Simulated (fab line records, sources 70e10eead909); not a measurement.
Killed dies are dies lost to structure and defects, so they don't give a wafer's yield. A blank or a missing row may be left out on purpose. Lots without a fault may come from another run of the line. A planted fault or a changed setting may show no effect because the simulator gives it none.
fab line records | flow nand_harc
record lots=24 wafers=72 last_day=33
route steps=1302 shown A_BLC@1136 A_M0@1149 A_M1@1190 A_BONDPAD@1221
lots that met no fault: from a run of the same line without faults
start_h: hours from the record's first day to the start of the lot's first wafer shown | wait_h: hours since the lot's step before | " the same as in the row above | L1.1+2: a row that stands for several wafers | - no value, or no start given | * or withheld: withheld | < > ~ a bound
route shown NAME@n: a module of which the file shows steps, and the number in the route of the first | usual: mean/standard deviation of fault-free wafers | same: alike in all rows | chamber/n: place in a boat | sites: the reading at each site | _std_site: their standard deviation | _edge_site: outer sites' mean less inner sites' | radius_mm: how far each site lies from the wafer's centre | mask NAME#n: copy n | behind: the tool/chamber that last shaped the wafer | hold: why the lot was held/for how many hours/how that ended | device: the transistor (n, p or np) that didn't switch | end of line: the same wafers' tests at the end of the route | a step without rows: its recipe alone | killed: dies lost to structure and defects at the first sort, not the wafer's yield | map: a wafer's dies, x killed, . not, _ none there
set.NAME: the setting as run; set.NAME@STEP: as run at that earlier step | model.NAME: the simulator's own value behind a step, which no gauge read
steps of the route over a sample of lots; a table a step, a row a wafer
services: from which hour (start_h, from the record's first day; less than 0 if before it) a tool's chamber was out of use, for how many hours, and why
## steps
# step NHARC_A_BLC_INSPECT_28
# usual raw_defect_count=526/110
# columns lot.wafer tool chamber start_h wait_h raw_defect_count
L076.2 defect_inspect-01 - 533.43 0.1 547
L076.5 " - " " 746
L076.6 " - " " 497
L074.1 defect_inspect-01 - 535.25 0.1 382
L074.4 " - " " 394
L074.6 " - " " 617
L075.2 defect_inspect-01 - 542.40 0.1 488
L075.5 " - " " 590
L075.6 " - " " 463
L077.2 defect_inspect-01 - 559.49 0.1 613
L077.4 " - " " 414
L077.6 " - " " 700
L078.3 defect_inspect-01 - 561.38 0.1 449
L078.4 " - " " 480
L078.6 " - " " 585
L079.1 defect_inspect-02 - 565.47 0.1 787
L079.2 " - " " 484
L079.3 " - " " 509
L082.1 defect_inspect-02 - 579.67 0.1 732
L082.2 " - " " 646
L082.5 " - " " 561
L080.1 defect_inspect-02 - 582.76 0.1 572
L080.3 " - " " 552
L080.5 " - " " 476
L081.2 defect_inspect-02 - 584.00 0.1 425
L081.3 " - " " 489
L081.5 " - " " 501
L083.2 defect_inspect-01 - 616.78 0.1 434
L083.4 " - " " 602
L083.5 " - " " 431
L084.1 defect_inspect-02 - 628.43 0.1 508
L084.3 " - " " 444
L084.6 " - " " 631
L086.1 defect_inspect-01 - 638.90 0.1 433
L086.3 " - " " 452
L086.4 " - " " 504
L085.1 defect_inspect-01 - 641.97 0.1 605
L085.2 " - " " 532
L085.4 " - " " 541
L087.1 defect_inspect-02 - 661.70 0.1 334
L087.4 " - " " 384
L087.6 " - " " 489
L089.1 defect_inspect-02 - 669.25 0.1 395
L089.3 " - " " 395
L089.6 " - " " 436
L088.1 defect_inspect-01 - 676.73 0.1 611
L088.2 " - " " 516
L088.5 " - " " 498
L090.2 defect_inspect-01 - 706.47 0.1 707
L090.3 " - " " 565
L090.6 " - " " 479
L091.1 defect_inspect-02 - 716.80 0.1 461
L091.2 " - " " 567
L091.3 " - " " 483
L092.4 defect_inspect-02 - 718.35 0.1 378
L092.5 " - " " 463
L092.6 " - " " 450
L093.2 defect_inspect-01 - 723.52 0.1 519
L093.3 " - " " 417
L093.6 " - " " 668
L094.1 defect_inspect-01 - 726.89 0.1 604
L094.3 " - " " 596
L094.4 " - " " 655
L095.3 defect_inspect-02 - 732.36 0.1 463
L095.5 " - " " 449
L095.6 " - " " 444
L096.2 defect_inspect-02 - 733.06 0.1 509
L096.3 " - " " 507
L096.4 " - " " 419
L097.1 defect_inspect-01 - 746.23 0.1 530
L097.2 " - " " 565
L097.5 " - " " 432
# step NHARC_A_M0_INSPECT_11
# usual raw_defect_count=83/38
# columns lot.wafer tool chamber start_h wait_h raw_defect_count
L076.2 defect_inspect-02 - 534.33 0.0 51
L076.5 " - " " 53
L076.6 " - " " 55
L074.1 defect_inspect-01 - 536.16 0.0 19
L074.4 " - " " 18
L074.6 " - " " 21
L075.2 defect_inspect-01 - 543.43 0.0 126
L075.5 " - " " 114
L075.6 " - " " 98
L077.2 defect_inspect-01 - 560.52 0.0 103
L077.4 " - " " 114
L077.6 " - " " 115
L078.3 defect_inspect-02 - 562.65 0.0 105
L078.4 " - " " 124
L078.6 " - " " 133
L079.1 defect_inspect-02 - 566.37 0.0 29
L079.2 " - " " 30
L079.3 " - " " 31
L082.1 defect_inspect-02 - 580.59 0.0 177
L082.2 " - " " 150
L082.5 " - " " 147
L080.1 defect_inspect-02 - 583.67 0.0 68
L080.3 " - " " 64
L080.5 " - " " 85
L081.2 defect_inspect-02 - 584.90 0.0 71
L081.3 " - " " 74
L081.5 " - " " 72
L083.2 defect_inspect-02 - 617.69 0.1 99
L083.4 " - " " 71
L083.5 " - " " 81
L084.1 defect_inspect-02 - 629.33 0.0 121
L084.3 " - " " 132
L084.6 " - " " 129
L086.1 defect_inspect-01 - 639.80 0.0 73
L086.3 " - " " 95
L086.4 " - " " 82
L085.1 defect_inspect-01 - 642.87 0.0 130
L085.2 " - " " 120
L085.4 " - " " 140
L087.1 defect_inspect-01 - 662.61 0.0 65
L087.4 " - " " 79
L087.6 " - " " 80
L089.1 defect_inspect-01 - 670.28 0.0 97
L089.3 " - " " 101
L089.6 " - " " 116
L088.1 defect_inspect-02 - 677.62 0.0 84
L088.2 " - " " 64
L088.5 " - " " 64
L090.2 defect_inspect-02 - 707.50 0.0 109
L090.3 " - " " 112
L090.6 " - " " 103
L091.1 defect_inspect-02 - 717.70 0.0 79
L091.2 " - " " 77
L091.3 " - " " 79
L092.4 defect_inspect-01 - 719.25 0.0 91
L092.5 " - " " 99
L092.6 " - " " 115
L093.2 defect_inspect-01 - 724.57 0.0 29
L093.3 " - " " 17
L093.6 " - " " 39
L094.1 defect_inspect-01 - 727.91 0.0 137
L094.3 " - " " 111
L094.4 " - " " 118
L095.3 defect_inspect-02 - 733.77 0.0 69
L095.5 " - " " 78
L095.6 " - " " 83
L096.2 defect_inspect-01 - 734.08 0.0 32
L096.3 " - " " 22
L096.4 " - " " 26
L097.1 defect_inspect-02 - 747.13 0.0 20
L097.2 " - " " 19
L097.5 " - " " 26
# step NHARC_A_M0_ETCH_15
# recipe target_depth_a=1500 overetch_a=150 time_s=82.5 c4f8_flow_sccm=withheld ar_flow_sccm=400 rf_w=600 bias_w=300 chemistry=C4F8/Ar
# usual oes_product_au=0.939/0.022 rf_vpp_V=439.7/2.4
# columns lot.wafer tool chamber start_h wait_h oes_product_au rf_hours_counter_h rf_vpp_V
L076.2 rie_diel-11 0 - - 0.927 3.9 441.9
L076.5 " 0 " " 0.931 - 443.3
L076.6 " 1 " " 0.921 - 437.8
L074.1 rie_diel-11 3 - - 0.982 4.8 439.4
L074.4 " 2 " " 0.961 5.3 438.4
L074.6 " 0 " " 0.995 - 443.7
L075.2 rie_diel-05 1 - - 0.935 7.8 441.7
L075.5 " 1 " " 0.933 - 443.3
L075.6 " 0 " " 0.915 - 443.5
L077.2 rie_diel-07 3 - - 0.940 1.9 439.0
L077.4 " 2 " " 0.916 2.5 444.2
L077.6 " 0 " " 0.919 - 437.5
L078.4 rie_diel-11 1 - - 0.956 5.7 437.2
L078.3 " 0 " " 0.960 5.2 442.3
L078.6 " 2 " " 0.971 - 438.9
L079.1 rie_diel-11 0 - - 0.932 5.5 443.7
L079.3 " 2 " " 0.925 7.1 439.1
L079.2 " 3 " " 0.918 6.3 438.6
L082.1 rie_diel-05 1 - - 0.925 10.3 441.8
L082.2 " 2 " " 0.954 3.1 436.8
L082.5 " 2 " " 0.961 - 438.1
L080.3 rie_diel-11 3 - - 0.917 7.0 440.6
L080.1 " 1 " " 0.923 7.1 438.8
L080.5 " 0 " " 0.908 - 442.8
L081.3 rie_diel-11 1 - - 0.934 7.1 438.5
L081.2 " 0 " " 0.918 6.3 442.0
L081.5 " 1 " " 0.933 - 437.4
L083.4 rie_diel-07 1 - - 0.952 7.2 437.0
L083.2 " 2 " " 0.964 7.5 442.3
L083.5 " 3 " " 0.970 - 439.2
L084.3 rie_diel-07 3 - - 0.931 6.5 438.9
L084.1 " 0 " " 0.928 6.2 438.8
L084.6 " 2 " " 0.914 - 443.7
L086.4 rie_diel-07 0 - - 0.920 6.3 436.8
L086.1 " 1 " " 0.900 7.4 438.3
L086.3 " 2 " " 0.917 7.8 441.9
L085.2 rie_diel-05 3 - - 0.925 1.7 441.3
L085.4 " 1 " " 0.913 2.2 443.3
L085.1 " 2 " " 0.913 2.0 438.6
L087.4 rie_diel-05 1 - - 0.957 3.0 443.1
L087.1 " 0 " " 0.961 3.2 442.4
L087.6 " 2 " " 0.990 - 436.6
L089.1 rie_diel-11 1 - - 0.987 2.3 436.1
L089.3 " 3 " " 0.965 1.3 438.7
L089.6 " 2 " " 0.993 - 438.5
L088.1 rie_diel-05 0 - - 0.904 3.8 441.9
L088.2 " 2 " " 0.919 3.2 437.1
L088.5 " 3 " " 0.933 - 441.5
L090.2 rie_diel-07 0 707.83 0.1 0.927 2.6 438.8
L090.3 " 0 " " 0.929 - 436.9
L090.6 " 0 " " 0.927 - 437.4
L091.3 rie_diel-05 1 - - 0.951 4.5 441.8
L091.2 " 2 " " 0.954 5.0 435.2
L091.1 " 3 " " 0.949 5.1 444.0
L092.4 rie_diel-05 3 - - 0.961 5.2 441.8
L092.6 " 1 " " 0.949 - 441.6
L092.5 " 2 " " 0.953 - 435.8
L093.3 rie_diel-11 3 - - 0.932 5.7 441.5
L093.2 " 0 " " 0.941 6.7 442.3
L093.6 " 1 " " 0.933 - 438.3
L094.3 rie_diel-11 3 - - 0.927 5.7 438.8
L094.4 " 0 " " 0.945 6.8 440.5
L094.1 " 1 " " 0.926 6.6 438.0
L095.3 rie_diel-07 3 - - 0.911 2.9 438.4
L095.6 " 2 " " 0.932 - 444.5
L095.5 " 3 " " 0.916 - 438.4
L096.2 rie_diel-11 1 - - 0.927 6.8 437.5
L096.4 " 2 " " 0.954 4.9 439.9
L096.3 " 0 " " 0.957 7.0 442.7
L097.1 rie_diel-11 3 - - 0.942 7.0 439.8
L097.2 " 0 " " 0.943 7.9 443.2
L097.5 " 3 " " 0.931 - 439.9
# step NHARC_A_M0_INSPECT_27
# usual raw_defect_count=510/130
# columns lot.wafer tool chamber start_h wait_h raw_defect_count
L076.2 defect_inspect-01 - 536.97 0.0 537
L076.5 " - " " 430
L076.6 " - " " 474
L074.1 defect_inspect-01 - 538.86 0.0 523
L074.4 " - " " 476
L074.6 " - " " 520
L075.2 defect_inspect-02 - 545.99 0.0 730
L075.5 " - " " 386
L075.6 " - " " 446
L077.2 defect_inspect-01 - 563.06 0.0 610
L077.4 " - " " 799
L077.6 " - " " 645
L078.3 defect_inspect-01 - 565.18 0.0 627
L078.4 " - " " 737
L078.6 " - " " 729
L079.1 defect_inspect-02 - 568.92 0.0 344
L079.2 " - " " 475
L079.3 " - " " 518
L082.1 defect_inspect-01 - 583.16 0.0 465
L082.2 " - " " 526
L082.5 " - " " 440
L080.1 defect_inspect-02 - 586.22 0.0 578
L080.3 " - " " 635
L080.5 " - " " 729
L081.2 defect_inspect-02 - 587.46 0.0 475
L081.3 " - " " 414
L081.5 " - " " 360
L083.2 defect_inspect-01 - 620.24 0.0 408
L083.4 " - " " 461
L083.5 " - " " 336
L084.1 defect_inspect-02 - 631.86 0.0 533
L084.3 " - " " 524
L084.6 " - " " 584
L086.1 defect_inspect-02 - 642.37 0.0 542
L086.3 " - " " 500
L086.4 " - " " 485
L085.1 defect_inspect-02 - 645.42 0.0 425
L085.2 " - " " 444
L085.4 " - " " 554
L087.1 defect_inspect-02 - 665.15 0.0 353
L087.4 " - " " 402
L087.6 " - " " 370
L089.1 defect_inspect-01 - 672.86 0.0 567
L089.3 " - " " 476
L089.6 " - " " 619
L088.1 defect_inspect-01 - 680.27 0.0 335
L088.2 " - " " 267
L088.5 " - " " 389
L090.2 defect_inspect-01 - 710.16 0.0 719
L090.3 " - " " 529
L090.6 " - " " 489
L091.1 defect_inspect-01 - 720.23 0.0 366
L091.2 " - " " 554
L091.3 " - " " 423
L092.4 defect_inspect-01 - 721.78 0.0 443
L092.5 " - " " 395
L092.6 " - " " 486
L093.2 defect_inspect-02 - 727.12 0.0 474
L093.3 " - " " 353
L093.6 " - " " 393
L094.1 defect_inspect-02 - 730.45 0.0 663
L094.3 " - " " 728
L094.4 " - " " 761
L095.3 defect_inspect-02 - 736.33 0.0 582
L095.5 " - " " 529
L095.6 " - " " 451
L096.2 defect_inspect-02 - 736.63 0.0 441
L096.3 " - " " 349
L096.4 " - " " 456
L097.1 defect_inspect-01 - 749.66 0.0 368
L097.2 " - " " 356
L097.5 " - " " 508
# step NHARC_A_M1_PRE_CLEAN_30
# recipe time_s=30 temp_c=280 gas=H2/He
# usual heater_power_w=408/46
# columns lot.wafer tool chamber start_h wait_h heater_power_w
L076.2 pvd_sputter-02 - - - 429
L076.5 " - " " 430
L076.6 " - " " 436
L074.4 pvd_sputter-01 - 541.55 0.1 387
L074.1 " - " " 411
L074.6 " - " " 341
L075.2 pvd_sputter-03 - - - 478
L075.6 " - " " 363
L075.5 " - " " 478
L077.2 pvd_sputter-01 - - - 332
L077.4 " - " " 380
L077.6 " - " " 386
L078.4 pvd_sputter-02 - - - 503
L078.3 " - " " 431
L078.6 " - " " 494
L079.3 pvd_sputter-01 - - - 375
L079.2 " - " " 415
L079.1 " - " " 447
L082.2 pvd_sputter-02 - - - 485
L082.1 " - " " 435
L082.5 " - " " 408
L080.1 pvd_sputter-03 - - - 369
L080.3 " - " " 380
L080.5 " - " " 459
L081.3 pvd_sputter-03 - - - 474
L081.2 " - " " 374
L081.5 " - " " 376
L083.2 pvd_sputter-01 - - - 362
L083.4 " - " " 349
L083.5 " - " " 378
L084.1 pvd_sputter-01 - - - 391
L084.3 " - " " 343
L084.6 " - " " 452
L086.4 pvd_sputter-03 - - - 459
L086.3 " - " " 383
L086.1 " - " " 367
L085.1 pvd_sputter-01 - - - 447
L085.2 " - " " 345
L085.4 " - " " 376
L087.1 pvd_sputter-03 - - - 466
L087.4 " - " " 411
L087.6 " - " " 386
L089.3 pvd_sputter-01 - - - 343
L089.1 " - " " 379
L089.6 " - " " 342
L088.1 pvd_sputter-03 - - - 476
L088.2 " - " " 382
L088.5 " - " " 416
L090.3 pvd_sputter-01 - - - 452
L090.2 " - " " 398
L090.6 " - " " 329
L091.1 pvd_sputter-01 - - - 327
L091.2 " - " " 382
L091.3 " - " " 464
L092.4 pvd_sputter-03 - - - 402
L092.6 " - " " 486
L092.5 " - " " 404
L093.2 pvd_sputter-01 - - - 377
L093.3 " - " " 452
L093.6 " - " " 386
L094.1 pvd_sputter-01 - - - 463
L094.3 " - " " 334
L094.4 " - " " 380
L095.3 pvd_sputter-01 - - - 446
L095.5 " - " " 388
L095.6 " - " " 458
L096.2 pvd_sputter-02 - - - 445
L096.4 " - " " 492
L096.3 " - " " 466
L097.2 pvd_sputter-01 - - - 461
L097.1 " - " " 331
L097.5 " - " " 331
# step NHARC_A_BONDPAD_CD_MEAS_13
# usual cd_nm=499.4/2.5
# columns lot.wafer tool chamber start_h wait_h cd_nm
L076.2 cd_sem-02 - 543.61 - 498.5
L076.5 " - " " 498.3
L076.6 " - " " 496.9
L074.1 cd_sem-02 - 545.84 - 495.8
L074.4 " - " " 497.7
L074.6 " - " " 497.9
L075.2 cd_sem-03 - 552.68 - 501.5
L075.5 " - " " 500.8
L075.6 " - " " 506.4
L077.2 cd_sem-01 - 569.68 - 497.8
L077.4 " - " " 502.9
L077.6 " - " " 501.8
L078.3 cd_sem-01 - 571.66 - 497.3
L078.4 " - " " 501.1
L078.6 " - " " 500.9
L079.1 cd_sem-03 - 575.78 - 499.0
L079.2 " - " " 502.2
L079.3 " - " " 502.9
L082.1 cd_sem-02 - 589.79 - 501.8
L082.2 " - " " 498.3
L082.5 " - " " 499.7
L080.1 cd_sem-01 - 592.96 - 499.6
L080.3 " - " " 498.3
L080.5 " - " " 499.7
L081.2 cd_sem-03 - 594.29 - 499.6
L081.3 " - " " 499.7
L081.5 " - " " 499.4
L083.2 cd_sem-01 - 627.01 - 499.7
L083.4 " - " " 500.7
L083.5 " - " " 501.5
L084.1 cd_sem-03 - 638.40 - 498.2
L084.3 " - " " 498.8
L084.6 " - " " 498.7
L086.1 cd_sem-03 - 648.70 - 503.0
L086.3 " - " " 499.7
L086.4 " - " " 501.1
L085.1 cd_sem-03 - 652.01 - 499.6
L085.2 " - " " 502.4
L085.4 " - " " 498.0
L087.1 cd_sem-01 - 671.66 - 496.8
L087.4 " - " " 497.6
L087.6 " - " " 496.7
L089.1 cd_sem-01 - 679.40 - 501.2
L089.3 " - " " 500.2
L089.6 " - " " 498.6
L088.1 cd_sem-01 - 686.97 - 500.2
L088.2 " - " " 501.9
L088.5 " - " " 498.7
L090.2 cd_sem-02 - 716.53 - 499.6
L090.3 " - " " 500.5
L090.6 " - " " 499.2
L091.1 cd_sem-03 - 726.63 - 496.2
L091.2 " - " " 501.1
L091.3 " - " " 498.2
L092.4 cd_sem-01 - 728.48 - 500.2
L092.5 " - " " 495.5
L092.6 " - " " 502.1
L093.2 cd_sem-03 - 735.36 - 495.6
L093.3 " - " " 498.6
L093.6 " - " " 499.9
L094.1 cd_sem-02 - 737.22 - 499.4
L094.3 " - " " 504.7
L094.4 " - " " 500.1
L095.3 cd_sem-01 - 743.24 - 500.0
L095.5 " - " " 498.8
L095.6 " - " " 500.4
L096.2 cd_sem-03 - 743.48 - 495.2
L096.3 " - " " 498.3
L096.4 " - " " 496.6
L097.1 cd_sem-01 - 756.33 - 497.6
L097.2 " - " " 494.5
L097.5 " - " " 498.0
## services
# columns tool chamber start_h hours kind
rie_diel-11 0 520.51 - clean
rie_diel-11 1 520.51 - clean
rie_diel-11 2 520.51 - clean
rie_diel-11 3 520.51 - clean
rie_diel-11 1 525.78 7.0 repair
pvd_sputter-03 - 526.03 10.0 pm
rie_diel-11 0 545.01 - clean
pvd_sputter-02 - 549.35 4.2 repair
pvd_sputter-03 - 556.62 3.0 repair
pvd_sputter-02 - 566.96 0.5 repair
pvd_sputter-01 - 582.02 10.0 pm
rie_diel-05 - 583.92 9.0 pm
rie_diel-11 3 594.46 1.5 repair
pvd_sputter-02 - 601.48 8.7 repair
pvd_sputter-02 - 638.00 10.0 pm
rie_diel-11 - 639.45 9.0 pm
rie_diel-07 - 648.21 9.0 pm
rie_diel-11 2 651.28 4.5 repair
rie_diel-05 1 668.75 26.8 repair
rie_diel-11 2 677.93 6.4 repair
rie_diel-07 2 701.54 4.4 repair
rie_diel-07 1 701.82 9.3 repair
pvd_sputter-03 - 704.03 10.0 pm
rie_diel-07 2 706.65 9.9 repair
## key
fault none
